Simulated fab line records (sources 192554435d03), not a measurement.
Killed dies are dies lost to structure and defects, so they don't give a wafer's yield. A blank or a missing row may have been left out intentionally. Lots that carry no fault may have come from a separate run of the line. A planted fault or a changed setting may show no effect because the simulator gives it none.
The tool behind it: which one?	flow n5 finfet	Sampling: 19 lots, 57 wafers, 6 of 1938 route steps

== WHAT THE GAUGES READ, wafer by wafer ==
N5_BEOL_M11_CD_MEAS_11 targets a cd of 64.1 nm.
lot	measured	on	cd nm (nm)
L076	day 10 11:16	cd sem-02	64.6 65.0 64.0
L078	day 11 16:29	cd sem-02	64.1 64.5 64.3
L077	day 11 12:56	cd sem-03	65.3 65.7 65.4
L081	day 11 16:54	cd sem-01	64.1 64.4 63.9
L079	day 11 20:44	cd sem-02	63.6 64.5 63.5
L080	day 12 01:32	cd sem-01	63.1 62.9 63.1
L084	day 12 23:00	cd sem-01	64.2 64.4 64.5
L083	day 12 23:32	cd sem-01	64.4 63.7 64.4
L085	day 13 01:46	cd sem-01	63.7 63.7 63.2
L086	day 13 05:53	cd sem-01	64.6 64.7 63.6
L087	day 13 14:24	cd sem-02	65.0 64.4 63.0
L088	day 13 21:19	cd sem-02	63.0 64.5 63.5
L090	day 13 23:37	cd sem-02	63.4 64.3 65.5
L091	day 14 08:30	cd sem-01	63.3 63.1 63.7
L093	day 15 04:35	cd sem-02	64.8 65.2 63.9
L095	day 15 14:02	cd sem-03	64.7 63.7 64.6
L094	day 15 14:14	cd sem-01	64.4 64.1 64.3
L096	day 15 21:22	cd sem-02	62.9 63.8 64.2
L097	day 15 21:51	cd sem-03	63.8 64.7 64.1

== WHAT TOOL EACH LOT RAN ON (gives the tool, then ch and the chambers of the sampled wafers, and finally the start) ==
lot	N5_BEOL_M9_STRIP_19	N5_BEOL_M9_VIA_ETCH_34	N5_BEOL_M9_PRE_CLEAN_45	N5_BEOL_M10_ETCH_61	N5_BEOL_M10_ETCH_41
L076	rie diel-02 ch 1,2,3, day 9 16:20	rie diel-03 ch 2,3, day 9 17:25	pvd sputter-03, day 9 20:22	rie diel-06 ch 1,3, day 10 01:52	rie diel-04 ch 0,2, day 10 11:16 or earlier
L078	rie diel-01 ch 0,2, day 10 21:58	rie diel-03 ch 0,1, day 11 01:07	pvd sputter-02, day 11 02:09	rie diel-04 ch 1,3, day 11 08:49	rie diel-04 ch 0,2,3, day 11 16:29 or earlier
L077	rie diel-01 ch 0,2, day 10 23:25	rie diel-02 ch 1,2, day 11 00:44	pvd sputter-02, day 11 01:38	rie diel-05 ch 1,2, day 11 05:39	rie diel-06 ch 0,3, day 11 12:56 or earlier
L081	rie diel-03 ch 0,3, day 11 05:20	rie diel-03 ch 0,1,3, day 11 06:13	pvd sputter-01, day 11 07:05	rie diel-06 ch 1,2,3, day 11 10:43	rie diel-06 ch 1,3, day 11 16:54 or earlier
L079	rie diel-01 ch 0,1,2, day 11 08:06	rie diel-03 ch 2,3, day 11 08:58	pvd sputter-01, day 11 09:50	rie diel-04 ch 1,3, day 11 13:35	rie diel-06 ch 1,2,3, day 11 20:44 or earlier
L080	rie diel-03 ch 0,1,2, day 11 09:13	rie diel-03 ch 0,2,3, day 11 10:05	pvd sputter-01, day 11 11:20	rie diel-04 ch 0,1,2, day 11 16:32	rie diel-04 ch 0,1,3, day 12 01:32 or earlier
L084	rie diel-02 ch 0,3, day 12 09:26	rie diel-03 ch 0,2,3, day 12 10:11	pvd sputter-03, day 12 11:01	rie diel-04 ch 0,1,3, day 12 15:53	rie diel-06 ch 1,2,3, day 12 23:00 or earlier
L083	rie diel-01 ch 0,2, day 12 10:51	rie diel-02 ch 1,2, day 12 11:32	pvd sputter-03, day 12 12:22	rie diel-04 ch 0,1, day 12 16:59	rie diel-05 ch 0,2, day 12 23:32 or earlier
L085	rie diel-02 ch 0,2,3, day 12 11:46	rie diel-03 ch 1,2,3, day 12 12:46	pvd sputter-02, day 12 15:14	rie diel-04 ch 0,1, day 12 18:24	rie diel-04 ch 0,1,3, day 13 01:46 or earlier
L086	rie diel-01 ch 0,2,3, day 12 16:26	rie diel-02 ch 0,1,2, day 12 17:08	pvd sputter-02, day 12 18:00	rie diel-06 ch 1,2,3, day 12 21:46	rie diel-06 ch 0,1,2, day 13 05:53 or earlier
L087	rie diel-03 ch 0,1,3, day 12 23:44	rie diel-01 ch 2,3, day 13 00:26	pvd sputter-01, day 13 01:34	rie diel-06 ch 0,3, day 13 07:13	rie diel-05 ch 0,1, day 13 14:24 or earlier
L088	rie diel-02 ch 0,2, day 13 05:49	rie diel-03 ch 1,3, day 13 06:35	pvd sputter-01, day 13 07:38	rie diel-06 ch 0,3, day 13 14:06	rie diel-04 ch 2,3, day 13 21:19 or earlier
L090	rie diel-03 ch 0,2, day 13 07:33	rie diel-01 ch 0,3, day 13 09:58	pvd sputter-01, day 13 10:49	rie diel-05 ch 0,2, day 13 15:14	rie diel-06 ch 2,3, day 13 23:37 or earlier
L091	rie diel-01 ch 0,1,3, day 13 15:03	rie diel-02 ch 0,1,3, day 13 18:01	pvd sputter-01, day 13 19:09	rie diel-06 ch 2,3, day 13 23:55	rie diel-05 ch 1,2, day 14 08:30 or earlier
L093	rie diel-02 ch 0,2, day 14 14:11	rie diel-02 ch 0,1, day 14 15:01	pvd sputter-03, day 14 17:06	rie diel-06 ch 0,2, day 14 20:42	rie diel-05 ch 1,2, day 15 04:35 or earlier
L095	rie diel-01 ch 0,1,2, day 14 21:36	rie diel-03 ch 1,2,3, day 15 00:45	pvd sputter-03, day 15 01:36	rie diel-05 ch 1,2, day 15 07:36	rie diel-06 ch 2,3, day 15 14:02 or earlier
L094	rie diel-02 ch 0,1, day 14 22:21	rie diel-03 ch 1,2,3, day 15 00:20	pvd sputter-01, day 15 01:11	rie diel-06 ch 1,2,3, day 15 06:58	rie diel-04 ch 0,1,3, day 15 14:14 or earlier
L096	rie diel-03 ch 0,2,3, day 15 04:55	rie diel-03 ch 0,1,3, day 15 06:05	pvd sputter-01, day 15 07:04	rie diel-04 ch 0,2,3, day 15 10:58	rie diel-06 ch 1,3, day 15 21:22 or earlier
L097	rie diel-01 ch 0,1,2, day 15 05:02	rie diel-01 ch 0,1,2, day 15 06:10	pvd sputter-02, day 15 07:09	rie diel-05 ch 1,2, day 15 11:22	rie diel-05 ch 1,2, day 15 21:51 or earlier
- N5_BEOL_M9_STRIP_19: strips in O2.
- N5_BEOL_M9_VIA_ETCH_34: etches SiCOH lowk in C4F6/O2, target depth 182.4 nm, time 68.4 s.
- N5_BEOL_M9_PRE_CLEAN_45: time 30 s.
- N5_BEOL_M10_ETCH_61: etches SiARC in CF4, target depth 39 nm, time 65 s.
- N5_BEOL_M10_ETCH_41: etches SiCN in CH3F/O2, target depth 42.6 nm, time 86 s.

== WHAT THE TOOLS THEMSELVES READ (means of the sampled wafers that have a number; where no wafer has one, the mark that the record gives instead) ==
N5_BEOL_M9_STRIP_19.
lot	tool	chamber pressure mTorr (mTorr)	drypump motor current A (A)	o2 flow sccm (sccm)	oes product au (a.u.)	rf vpp V (V)	showerhead plenum p Torr (Torr)	throttle valve pct (%)
L076	rie diel-02	30.01	5.8	224.8	0.72	3.9	2.09	17.05
L078	rie diel-01	29.99	5.3	225.0	0.79	3.5	2.15	16.85
L077	rie diel-01	30.00	5.3	224.1	0.79	3.4	2.15	16.85
L081	rie diel-03	29.96	6.2	224.8	0.78	3.6	2.20	16.59
L079	rie diel-01	30.01	5.4	225.0	0.83	3.8	2.13	16.70
L080	rie diel-03	29.99	6.1	225.0	0.73	3.5	2.12	16.81
L084	rie diel-02	30.04	5.8	224.5	0.75	3.5	2.11	17.01
L083	rie diel-01	29.99	5.3	225.2	0.78	3.4	2.14	16.88
L085	rie diel-02	30.00	5.9	225.4	0.77	3.7	2.14	16.89
L086	rie diel-01	29.99	5.6	224.8	0.84	4.0	2.11	16.63
L087	rie diel-03	30.01	6.1	225.3	0.76	3.3	2.16	16.77
L088	rie diel-02	30.02	6.0	225.1	0.78	3.7	2.17	16.75
L090	rie diel-03	30.01	6.2	224.7	0.71	4.0	2.15	16.70
L091	rie diel-01	29.99	5.7	224.7	0.85	3.9	2.10	16.48
L093	rie diel-02	30.00	6.0	225.0	0.77	3.7	2.16	16.78
L095	rie diel-01	30.04	5.4	224.7	0.78	4.0	2.12	16.73
L094	rie diel-02	30.01	5.9	224.4	0.81	3.6	2.11	16.76
L096	rie diel-03	30.00	6.4	224.5	0.74	4.3	2.16	16.68
L097	rie diel-01	29.98	5.4	225.2	0.79	4.3	2.12	16.75

N5_BEOL_M9_VIA_ETCH_34.
lot	tool	bias w (W)	chamber pressure mTorr (mTorr)	drypump motor current A (A)	oes product au (a.u.)	rf vpp V (V)	showerhead plenum p Torr (Torr)	throttle valve pct (%)
L076	rie diel-03	184.8	29.982	6.5	0.82	672	2.96	20.78
L078	rie diel-03	185.1	29.981	6.0	0.71	648	2.89	20.83
L077	rie diel-02	185.1	30.003	5.8	0.70	643	2.80	21.22
L081	rie diel-03	184.7	30.003	6.1	0.76	656	2.92	20.86
L079	rie diel-03	184.6	30.034	6.5	0.81	671	2.95	20.79
L080	rie diel-03	185.0	30.022	6.3	0.76	664	2.92	20.77
L084	rie diel-03	184.5	30.002	6.4	0.76	664	2.92	20.79
L083	rie diel-02	185.4	29.989	5.8	0.70	644	2.79	21.23
L085	rie diel-03	185.5	30.003	6.2	0.75	666	2.88	20.93
L086	rie diel-02	185.2	30.035	5.9	0.78	664	2.85	20.96
L087	rie diel-01	185.0	29.998	5.8	0.87	674	2.83	20.89
L088	rie diel-03	185.0	29.978	6.3	0.80	664	2.93	20.90
L090	rie diel-01	185.3	30.010	5.5	0.79	652	2.89	20.78
L091	rie diel-02	184.9	29.975	5.8	0.75	675	2.79	21.07
L093	rie diel-02	184.7	30.035	5.8	0.82	675	2.82	20.78
L095	rie diel-03	185.1	29.993	6.2	0.74	665	2.87	20.97
L094	rie diel-03	185.4	29.992	6.2	0.74	664	2.87	20.97
L096	rie diel-03	185.0	29.990	6.1	0.74	656	2.91	20.90
L097	rie diel-01	185.1	29.996	5.4	0.79	650	2.85	20.84

N5_BEOL_M9_PRE_CLEAN_45.
lot	tool	heater power w (W)
L076	pvd sputter-03	372
L078	pvd sputter-02	349
L077	pvd sputter-02	361
L081	pvd sputter-01	328
L079	pvd sputter-01	341
L080	pvd sputter-01	331
L084	pvd sputter-03	321
L083	pvd sputter-03	342
L085	pvd sputter-02	344
L086	pvd sputter-02	382
L087	pvd sputter-01	351
L088	pvd sputter-01	324
L090	pvd sputter-01	327
L091	pvd sputter-01	344
L093	pvd sputter-03	313
L095	pvd sputter-03	316
L094	pvd sputter-01	325
L096	pvd sputter-01	329
L097	pvd sputter-02	383

N5_BEOL_M10_ETCH_61.
lot	tool	bias w (W)	cf4 flow sccm (sccm)	chamber pressure mTorr (mTorr)	drypump motor current A (A)	etch rf on time s (s)	oes product au (a.u.)	rf vpp V (V)	showerhead plenum p Torr (Torr)	throttle valve pct (%)
L076	rie diel-06	35.99	99.88	39.97	5.5	65.3	0.65	183.8	2.14	15.68
L078	rie diel-04	35.98	99.99	40.03	6.1	65.2	0.71	184.4	2.11	15.85
L077	rie diel-05	35.96	100.03	40.00	5.3	63.8	0.74	184.8	2.19	15.33
L081	rie diel-06	35.85	100.14	40.01	5.3	65.9	0.63	184.1	2.17	15.67
L079	rie diel-04	36.12	100.42	40.01	6.1	65.5	0.70	182.9	2.11	15.86
L080	rie diel-04	35.94	100.26	40.03	6.1	65.2	0.73	184.9	2.16	15.64
L084	rie diel-04	35.91	100.09	40.01	6.2	64.2	0.68	184.2	2.15	15.83
L083	rie diel-04	35.90	100.16	39.99	6.4	64.6	0.67	184.7	2.20	15.77
L085	rie diel-04	35.94	100.25	40.00	6.1	63.1	0.74	184.4	2.20	15.76
L086	rie diel-06	35.93	99.96	39.97	5.3	65.7	0.62	184.2	2.17	15.69
L087	rie diel-06	35.98	99.68	39.98	6.0	65.3	0.69	183.5	2.13	15.65
L088	rie diel-06	35.89	100.09	39.98	6.0	64.4	0.69	183.7	2.13	15.66
L090	rie diel-05	36.00	100.31	40.00	5.0	62.0	0.76	185.5	2.23	15.43
L091	rie diel-06	36.12	99.90	40.01	5.4	65.7	0.64	185.3	2.23	15.62
L093	rie diel-06	36.03	100.10	39.97	5.8	64.5	0.72	184.7	2.15	15.61
L095	rie diel-05	36.06	100.23	39.98	5.3	64.7	0.69	184.5	2.17	15.42
L094	rie diel-06	35.94	99.79	40.03	5.3	65.3	0.69	183.5	2.16	15.58
L096	rie diel-04	36.07	99.84	40.01	6.2	67.0	0.63	183.9	2.11	15.77
L097	rie diel-05	36.09	99.84	39.99	5.3	64.4	0.68	184.3	2.17	15.42

N5_BEOL_M10_ETCH_41.
lot	tool	bias w (W)	chamber pressure mTorr (mTorr)	drypump motor current A (A)	oes product au (a.u.)	rf vpp V (V)	showerhead plenum p Torr (Torr)	throttle valve pct (%)
L076	rie diel-04	74.90	30.001	6.4	0.80	297.9	2.03	16.28
L078	rie diel-04	74.84	29.972	6.2	0.79	296.8	1.98	16.41
L077	rie diel-06	75.17	29.978	6.1	0.89	297.5	1.97	16.24
L081	rie diel-06	75.20	29.985	5.5	0.75	297.2	1.99	16.36
L079	rie diel-06	75.16	29.995	5.2	0.73	297.5	2.03	16.33
L080	rie diel-04	75.06	29.995	6.3	0.81	297.1	2.02	16.54
L084	rie diel-06	74.97	29.997	5.3	0.73	297.9	2.02	16.36
L083	rie diel-05	75.21	30.025	5.0	0.90	298.7	2.09	16.17
L085	rie diel-04	74.92	30.025	6.2	0.80	297.3	2.02	16.56
L086	rie diel-06	75.16	29.997	5.4	0.78	297.8	2.01	16.33
L087	rie diel-05	75.13	30.005	5.0	0.92	299.5	2.13	16.33
L088	rie diel-04	74.81	30.005	5.9	0.83	296.2	1.93	16.33
L090	rie diel-06	75.04	29.987	5.4	0.76	297.7	2.07	16.27
L091	rie diel-05	75.03	29.989	5.3	0.82	298.2	2.03	16.05
L093	rie diel-05	75.24	29.984	5.3	0.83	298.5	2.06	16.21
L095	rie diel-06	75.09	30.010	5.4	0.74	298.2	2.07	16.31
L094	rie diel-04	74.95	29.998	6.3	0.76	298.4	2.01	16.60
L096	rie diel-06	74.76	29.995	5.2	0.85	297.1	1.96	16.20
L097	rie diel-05	75.18	30.005	5.3	0.82	299.1	2.05	16.23

== THE ANSWER, worked out from the rows above alone ==
Rule: usual is defined by the lots themselves. The widest of any qualifying gaps counts: lots, ordered by their means at a reading, are off when they make up no more than a third of the lots, leave a main group of 4 or more, and stand apart from it by 3 or more times the standard deviation of that group's means. The tables above print the reading to a certain number of digits; a main group whose means all agree to those digits is not used. Also off: a lot with no number at a reading for which 4 or more lots have one. Where the step has rows for the other lots, those lots are counted as sound. After the gauges, taken in route order, come the tools' own readings; for these a lot's mean is taken, as printed above. The first step at which some lot is off is used, and at that step the reading that is off furthest; a lot without a number counts as furthest.
None of the lots is off at any reading shown; this tells nothing.

== WHAT WAS PUT IN BY THE SIMULATOR ==
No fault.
